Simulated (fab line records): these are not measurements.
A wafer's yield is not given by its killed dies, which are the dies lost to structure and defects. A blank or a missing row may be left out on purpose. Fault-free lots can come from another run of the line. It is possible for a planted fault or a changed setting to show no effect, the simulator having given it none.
fab line records	flow nandHarc
[record] lots = 6	wafers = 18	lastDay = 32
route steps=1302 shown A_BONDPAD@1208 END@1302
lots that met no fault: from a run of the same line without faults
startH: start of the lot's first displayed wafer, in hours after the record's first day	waitH: time in hours since the lot's previous step	" as in the row above	L1.1+2: several wafers, shown together as one row	- no value, or no start given	* or withheld: withheld	< > ~ a bound
route shown NAME@n: a module of which the file shows steps, and the number in the route of the first	usual: mean/standard deviation of fault-free wafers	same: alike in all rows	chamber/n: place in a boat	sites: each site's reading	_std_site: their standard deviation	_edge_site: inner sites' mean taken away from outer sites' mean	radiusMm: for every site, how far away it sits from the centre of the wafer	mask NAME#n: copy n	behind: the last tool/chamber to shape the wafer	hold: the reason the lot was held/the length of the hold in hours/how it ended	device: the transistor (n, p or np) that didn't switch	end of line: the same wafers' tests at the end of the route	for a step that has no rows: nothing shown but its recipe	killed: dies lost to structure and defects at the first sort, not the wafer's yield	map: dies across one wafer; x = killed, . = not, _ = none there
set.NAME: the setting as run; set.NAME@STEP: as run at that earlier step	model.NAME: the simulator's own value behind a step, which no gauge read
lots seen at some steps along the route; tables by step, rows by wafer
services: a tool's chamber out of use, with start hour (startH, from the record's first day; less than 0 if before it), hours out, and reason
[[steps]]
[step NHARC_A_BONDPAD_COAT_33]
[recipe] tempC = 200	timeS = 65
[step NHARC_A_BONDPAD_COAT_03]
[recipe] spinRpm = 2000	resistThkNm = 600
[step NHARC_A_BONDPAD_SOFTBAKE_04]
[recipe] tempC = 125	timeS = 70
[step NHARC_A_BONDPAD_EBR_05]
[step NHARC_A_BONDPAD_EXPOSE_06]
[recipe] na = 0.55	doseMj = 36.99	maskId = A_BPAD
[step NHARC_A_BONDPAD_PEB_07]
[recipe] pebTempC = 128	pebTimeS = 80
[step NHARC_A_BONDPAD_DEVELOP_08]
[recipe] timeS = 50	devTempC = 22
[step NHARC_A_BONDPAD_CD_MEAS_09]
[recipe] targetCdNm = 500	landingEnergyEv = 500
[usual] cdNm = 501.9/2.7
lot.wafer	tool	chamber	startH	waitH	cdNm
L846.2	cdSem-03	0	531.45	-	499.1
L846.5	"	0	"	"	502.8
L846.6	"	0	"	"	501.9
L852.2	cdSem-02	0	591.35	-	499.8
L852.3	"	0	"	"	504.9
L852.5	"	0	"	"	498.3
L853.3	cdSem-03	0	617.83	-	505.3
L853.5	"	0	"	"	502.0
L853.6	"	0	"	"	500.5
L862.1	cdSem-02	0	691.94	-	503.3
L862.2	"	0	"	"	502.9
L862.4	"	0	"	"	504.1
L865.1	cdSem-03	0	715.98	-	500.5
L865.3	"	0	"	"	500.9
L865.4	"	0	"	"	501.3
L863.2	cdSem-02	0	720.22	-	495.2
L863.3	"	0	"	"	500.8
L863.4	"	0	"	"	496.7
[step NHARC_A_BONDPAD_OVL_MEAS_35]
[usual] overlayXNm = 2/6.2	overlayYNm = -1/6.5
lot.wafer	tool	chamber	startH	waitH	overlayXNm	overlayYNm
L846.2	overlay-02	-	531.54	-	4	-4
L846.5	"	-	"	"	5	-4
L846.6	"	-	"	"	5	-4
L852.2	overlay-02	-	591.44	-	-5	-11
L852.3	"	-	"	"	-5	-11
L852.5	"	-	"	"	-5	-11
L853.3	overlay-02	-	617.92	-	-9	-9
L853.5	"	-	"	"	-10	-9
L853.6	"	-	"	"	-9	-9
L862.1	overlay-02	-	692.03	-	9	1
L862.2	"	-	"	"	9	1
L862.4	"	-	"	"	10	2
L865.1	overlay-02	-	716.06	-	12	3
L865.3	"	-	"	"	12	3
L865.4	"	-	"	"	12	3
L863.2	overlay-01	-	720.31	-	12	11
L863.3	"	-	"	"	12	12
L863.4	"	-	"	"	12	11
[step NHARC_A_BONDPAD_HARDBAKE_10]
[recipe] tempC = 118	timeS = 65
[step NHARC_A_BONDPAD_DESCUM_11]
[recipe] timeS = 3	o2FlowSccm = 200	arFlowSccm = 0	biasPowerW = 0	chemistry = O2
[usual] drypumpMotorCurrentA = 6.1/0.45	oesProductAu = 1.005/0.01	rfVppV = 57.7/0.92	showerheadPlenumPTorr = 1.91/0.089	throttleValvePct = 11.311/0.0092
lot.wafer	tool	chamber	startH	waitH	drypumpMotorCurrentA	oesProductAu	rfHoursCounterH	rfVppV	showerheadPlenumPTorr	throttleValvePct
L846.2	rieDiel-10	3	531.69	-	6.3	0.996	3	59.2	2.00	11.318
L846.5	"	0	"	"	6.2	1.008	-	56.2	1.84	11.315
L846.6	"	1	"	"	6.7	0.994	-	57.7	2.02	11.312
L852.2	rieDiel-10	2	591.57	-	5.5	0.986	4	57.5	1.81	11.303
L852.3	"	3	"	"	6.4	1.024	4	56.6	2.00	11.318
L852.5	"	1	"	"	6.7	1.001	-	57.5	2.02	11.309
L853.3	rieDiel-10	3	618.06	-	6.3	1.005	0	57.2	2.00	11.312
L853.6	"	1	"	"	6.7	1.007	-	57.1	2.02	11.304
L853.5	"	2	"	"	5.5	1.009	-	54.6	1.81	11.301
L862.2	rieDiel-10	0	692.16	-	6.2	1.003	4	58.2	1.84	11.313
L862.4	"	1	"	"	6.7	1.009	3	58.0	2.02	11.317
L862.1	"	2	"	"	5.6	0.998	3	58.4	1.81	11.298
L865.1	rieDiel-10	0	716.19	-	6.2	1.009	4	56.9	1.84	11.300
L865.4	"	2	"	"	5.6	1.003	4	56.9	1.81	11.320
L865.3	"	3	"	"	6.3	1.009	4	57.1	2.00	11.304
L863.4	rieDiel-10	3	720.44	-	6.3	1.010	4	58.2	2.00	11.323
L863.3	"	0	"	"	6.2	0.993	4	57.8	1.84	11.329
L863.2	"	1	"	"	6.8	1.015	4	57.7	2.02	11.320
[step NHARC_A_BONDPAD_ETCH_34]
[recipe] targetDepthA = 600	overetchA = 180	timeS = 65.91	ionEnergyEv = 200	n2FlowSccm = 150	h2FlowSccm = 150	arFlowSccm = 0	rfW = 400	biasW = 150	chemistry = N2/H2
[usual] drypumpMotorCurrentA = 6.0/0.47	oesProductAu = 1.002/0.011	rfVppV = 430.5/2.7	runLengthS = 87.3/0.43	showerheadPlenumPTorr = 2.04/0.098	throttleValvePct = 14.172/0.009
lot.wafer	tool	chamber	startH	waitH	drypumpMotorCurrentA	oesProductAu	rfHoursCounterH	rfVppV	runLengthS	showerheadPlenumPTorr	throttleValvePct
L846.2	rieDiel-10	1	531.75	0.1	6.7	0.998	3	433.9	86.8	2.16	14.171
L846.5	"	1	"	"	6.7	0.999	-	434.3	87.0	2.16	14.161
L846.6	"	2	"	"	5.6	0.994	-	428.1	87.7	1.93	14.177
L852.3	rieDiel-10	2	591.66	0.1	5.6	0.979	4	428.4	87.8	1.93	14.157
L852.2	"	0	"	"	6.2	1.025	4	428.2	87.4	1.96	14.188
L852.5	"	2	"	"	5.5	0.992	-	427.5	88.0	1.93	14.172
L853.3	rieDiel-10	1	618.13	0.1	6.8	1.004	0	433.8	87.2	2.16	14.177
L853.6	"	0	"	"	6.2	0.994	-	427.3	87.2	1.96	14.188
L853.5	"	1	"	"	6.7	1.015	-	436.0	87.1	2.16	14.167
L862.4	rieDiel-10	1	692.25	0.1	6.8	1.009	3	433.1	87.2	2.16	14.155
L862.1	"	2	"	"	5.6	0.997	3	426.9	88.0	1.93	14.171
L862.2	"	3	"	"	6.3	1.004	3	432.8	87.4	2.13	14.170
L865.3	rieDiel-10	2	716.28	0.1	5.6	1.007	4	428.2	88.3	1.93	14.173
L865.1	"	3	"	"	6.3	1.017	4	433.3	87.2	2.13	14.169
L865.4	"	0	"	"	6.2	0.998	4	427.7	87.1	1.96	14.164
L863.4	rieDiel-10	2	720.51	0.1	5.6	1.002	4	427.4	88.1	1.93	14.174
L863.3	"	3	"	"	6.3	1.022	4	433.4	87.5	2.13	14.168
L863.2	"	0	"	"	6.2	1.007	4	429.0	87.3	1.96	14.151
[step NHARC_A_BONDPAD_ETCH_12]
[recipe] targetDepthA = 2200	timeS = 110	chf3FlowSccm = 50	o2FlowSccm = 10	arFlowSccm = 200	rfW = 500	biasW = 200	chemistry = CHF3/O2
[usual] drypumpMotorCurrentA = 6.1/0.46	oesProductAu = 0.955/0.023	rfVppV = 370.7/2.5	runLengthS = 131.4/0.41	showerheadPlenumPTorr = 2.40/0.11	throttleValvePct = 20.572/0.0089
lot.wafer	tool	chamber	startH	waitH	drypumpMotorCurrentA	oesProductAu	rfHoursCounterH	rfVppV	runLengthS	showerheadPlenumPTorr	throttleValvePct
L846.2	rieDiel-10	1	531.87	-	6.8	0.950	3	372.8	130.8	2.53	20.569
L846.6	"	2	"	"	5.5	0.954	-	367.2	131.8	2.28	20.563
L846.5	"	3	"	"	6.3	0.963	-	373.8	131.3	2.50	20.583
L852.3	rieDiel-10	0	591.75	-	6.2	0.985	4	369.9	127.5	2.32	20.572
L852.2	"	1	"	"	6.7	0.959	4	375.1	131.0	2.53	20.586
L852.5	"	0	"	"	6.2	1.003	-	368.2	131.6	2.32	20.592
L853.3	rieDiel-10	3	618.22	-	6.3	0.983	0	371.7	127.7	2.50	20.573
L853.5	"	3	"	"	6.3	0.971	-	373.7	131.2	2.50	20.567
L853.6	"	0	"	"	6.2	0.985	-	369.5	131.6	2.32	20.574
L862.1	rieDiel-10	3	692.33	-	6.3	0.928	3	373.3	131.1	2.50	20.569
L862.4	"	0	"	"	6.2	0.927	4	370.0	131.4	2.31	20.562
L862.2	"	1	"	"	6.8	0.942	4	373.6	131.3	2.53	20.579
L865.3	rieDiel-10	0	716.37	-	6.2	0.965	4	369.4	131.4	2.31	20.575
L865.4	"	2	"	"	5.6	0.977	4	368.7	132.4	2.28	20.583
L865.1	"	3	"	"	6.3	0.986	4	374.1	131.1	2.50	20.575
L863.2	rieDiel-10	0	720.61	-	6.2	0.915	4	368.4	131.6	2.31	20.557
L863.4	"	2	"	"	5.6	0.925	4	367.6	131.9	2.28	20.567
L863.3	"	3	"	"	6.3	0.930	4	372.8	131.2	2.50	20.592
[step NHARC_A_BONDPAD_CD_MEAS_13]
[usual] cdNm = 501/3
lot.wafer	tool	chamber	startH	waitH	cdNm
L846.2	cdSem-01	-	531.98	-	499
L846.5	"	-	"	"	502
L846.6	"	-	"	"	501
L852.2	cdSem-03	-	591.89	-	499
L852.3	"	-	"	"	505
L852.5	"	-	"	"	498
L853.3	cdSem-03	-	618.36	-	504
L853.5	"	-	"	"	501
L853.6	"	-	"	"	500
L862.1	cdSem-03	-	692.47	-	501
L862.2	"	-	"	"	501
L862.4	"	-	"	"	503
L865.1	cdSem-01	-	716.51	-	499
L865.3	"	-	"	"	501
L865.4	"	-	"	"	502
L863.2	cdSem-03	-	720.75	-	494
L863.3	"	-	"	"	498
L863.4	"	-	"	"	495
[step NHARC_END_SORT_01]
[recipe] tempC = 25
[usual] defectLimitedYield = 90.7/2.7	killedAtArray = 58/19	killedAtOther = 1.1/1.2	killedAtPeriphery = 3.8/2.4	killedDies = 63/18	killedOpen = 3.3/1.8	killedShort = 2.2/1.6
[same] grossDies = 677
lot.wafer	tool	chamber	startH	waitH	defectLimitedYield[%]	killedAtArray	killedAtOther	killedAtPeriphery	killedDies	killedOpen	killedShort
L852.2	prober-01	0	622.16	2.8	88.3	74	1	4	79	0	2
L852.3	prober-01	0	622.98	3.2	92.6	47	0	3	50	2	2
L852.5	prober-01	0	624.60	3.8	90.4	61	1	3	65	3	2
L853.3	prober-02	0	651.77	3.1	91.1	54	4	2	60	3	3
L853.5	prober-02	0	653.38	3.7	91.1	55	2	3	60	3	2
L853.6	prober-02	0	654.19	4.0	92.0	48	1	5	54	5	1
L862.1	prober-01	0	723.56	2.5	89.5	64	0	7	71	2	1
L862.2	prober-01	0	724.35	2.8	90.7	55	3	5	63	3	1
L862.4	prober-01	0	725.93	3.4	91.6	55	2	0	57	3	0
L863.2	prober-01	0	759.95	2.8	92.6	47	1	2	50	1	3
L863.3	prober-01	0	760.74	3.1	91.7	51	2	3	56	4	2
// killed by level:class
L852.2 A_CHANNEL_HOLE_D1:chamberFilmFlake=32 A_CHANNEL_HOLE_D2:chamberFilmFlake=30 A_WL_FILL:chamberFilmFlake=4 A_CONTACT:chamberFilmFlake=4 A_SGD_CUT:chamberFilmFlake=2 P_BONDPAD:chamberFilmFlake=2 A_SLIT:chamberFilmFlake=2 P_STI:geometricParticle:short=1
L852.3 A_CHANNEL_HOLE_D2:chamberFilmFlake=21 A_CHANNEL_HOLE_D1:chamberFilmFlake=15 A_CONTACT:chamberFilmFlake=3 P_BONDPAD:chamberFilmFlake=2 A_SLIT:chamberFilmFlake=2 P_M0:geometricParticle:short=1 A_CHANNEL_FILL_D2:geometricParticle:open=1 A_CHANNEL_FILL_D2:geometricParticle:short=1
L852.5 A_CHANNEL_HOLE_D2:chamberFilmFlake=27 A_CHANNEL_HOLE_D1:chamberFilmFlake=24 A_CONTACT:chamberFilmFlake=3 A_CHANNEL_FILL_D2:chamberFilmFlake=2 P_M0:geometricParticle:open=1 A_ONON_D1:geometricParticle:short=1 A_DECK1_JOINT:geometricParticle:open=1 A_M0:geometricParticle:open=1
L853.3 A_CHANNEL_HOLE_D1:chamberFilmFlake=25 A_CHANNEL_HOLE_D2:chamberFilmFlake=21 HYBRID_BOND:chamberFilmFlake=2 P_CONTACT:geometricParticle:open=1 P_M0:geometricParticle:open=1 A_ONON_D1:geometricParticle:open=1 A_ONON_D1:geometricParticle:short=1 A_WL_FILL:geometricParticle:short=1
L853.5 A_CHANNEL_HOLE_D1:chamberFilmFlake=30 A_CHANNEL_HOLE_D2:chamberFilmFlake=15 P_GATE:chamberFilmFlake=3 A_CONTACT:chamberFilmFlake=3 THIN_TSV:chamberFilmFlake=2 A_BONDPAD:chamberFilmFlake=2 A_CHANNEL_FILL_D1:geometricParticle:short=1 A_DECK1_JOINT:geometricParticle:short=1
L853.6 A_CHANNEL_HOLE_D1:chamberFilmFlake=27 A_CHANNEL_HOLE_D2:chamberFilmFlake=13 A_CONTACT:chamberFilmFlake=3 P_CONTACT:geometricParticle:open=2 A_M0:geometricParticle:open=2 P_STI:chamberFilmFlake=2 A_ONON_D2:geometricParticle:open=1 STARTING-WAFER:geometricParticle:short=1
L862.1 A_SLIT:chamberFilmFlake=30 A_CHANNEL_HOLE_D1:chamberFilmFlake=10 A_STAIRCASE:chamberFilmFlake=8 A_CHANNEL_HOLE_D2:chamberFilmFlake=6 A_CONTACT:chamberFilmFlake=6 P_CONTACT:chamberFilmFlake=4 P_M2:chamberFilmFlake=2 A_CHANNEL_FILL_D1:geometricParticle:short=1
L862.2 A_SLIT:chamberFilmFlake=31 A_CHANNEL_HOLE_D1:chamberFilmFlake=11 A_CONTACT:chamberFilmFlake=6 A_CHANNEL_HOLE_D2:chamberFilmFlake=3 THIN_TSV:chamberFilmFlake=3 A_STAIRCASE:chamberFilmFlake=2 P_CONTACT:geometricParticle:open=1 P_M1:geometricParticle:open=1
L862.4 A_SLIT:chamberFilmFlake=31 A_CHANNEL_HOLE_D1:chamberFilmFlake=7 A_CHANNEL_HOLE_D2:chamberFilmFlake=7 A_CONTACT:chamberFilmFlake=4 A_STAIRCASE:chamberFilmFlake=2 THIN_TSV:chamberFilmFlake=2 A_ONON_D1:geometricParticle:open=1 A_M0:geometricParticle:open=1
L863.2 A_CHANNEL_HOLE_D2:chamberFilmFlake=19 A_CHANNEL_HOLE_D1:chamberFilmFlake=8 A_SLIT:chamberFilmFlake=6 A_STAIRCASE:chamberFilmFlake=5 A_CONTACT:chamberFilmFlake=5 P_CONTACT:geometricParticle:short=1 A_SOURCE_PLATE:geometricParticle:open=1 A_CHANNEL_FILL_D1:geometricParticle:short=1
L863.3 A_CHANNEL_HOLE_D2:chamberFilmFlake=24 A_CHANNEL_HOLE_D1:chamberFilmFlake=7 A_SLIT:chamberFilmFlake=4 A_CONTACT:chamberFilmFlake=4 A_STAIRCASE:chamberFilmFlake=3 A_DECK1_JOINT:geometricParticle:open=2 A_ZERO_WELL:chamberFilmFlake=2 THIN_TSV:chamberFilmFlake=2
[[services]]
tool	chamber	startH	hours	kind
rieDiel-10	0	526.50	-	clean
rieDiel-10	1	526.50	-	clean
rieDiel-10	2	526.50	-	clean
rieDiel-10	3	526.50	-	clean
rieDiel-10	2	544.89	6.4	repair
rieDiel-10	0	551.00	-	clean
rieDiel-10	1	551.00	-	clean
rieDiel-10	3	551.00	-	clean
rieDiel-10	0	575.50	-	clean
rieDiel-10	1	575.50	-	clean
rieDiel-10	2	575.50	-	clean
rieDiel-10	3	575.50	-	clean
rieDiel-10	-	596.50	9.0	pm
rieDiel-10	0	596.50	9.0	ventCycle
rieDiel-10	1	596.50	9.0	ventCycle
rieDiel-10	2	596.50	9.0	ventCycle
rieDiel-10	3	596.50	9.0	ventCycle
rieDiel-10	0	605.50	-	clean
rieDiel-10	1	605.50	-	clean
rieDiel-10	2	605.50	-	clean
rieDiel-10	3	605.50	-	clean
rieDiel-10	0	630.00	-	clean
rieDiel-10	1	630.00	-	clean
rieDiel-10	2	630.00	-	clean
[[key]]
[firstSign] step = NHARC_A_BONDPAD_ETCH_12	reading = runLengthS	direction = down	sigmas = 9.4	usual = *	struck = *
effect none on later readings
metAt NHARC_A_BONDPAD_ETCH_12
struckWafers L852.3,L853.3
onsetBetween 531.87 591.75
[fault] kind = processParameterDrift	tool = rieDiel-10	chamber = -	onsetH = 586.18	steps = NHARC_A_BONDPAD_ETCH_12	channel = timeS	offset = *	shape = step	endH = 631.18	scope = struckWafersOnly	actsIn = *	stated = *
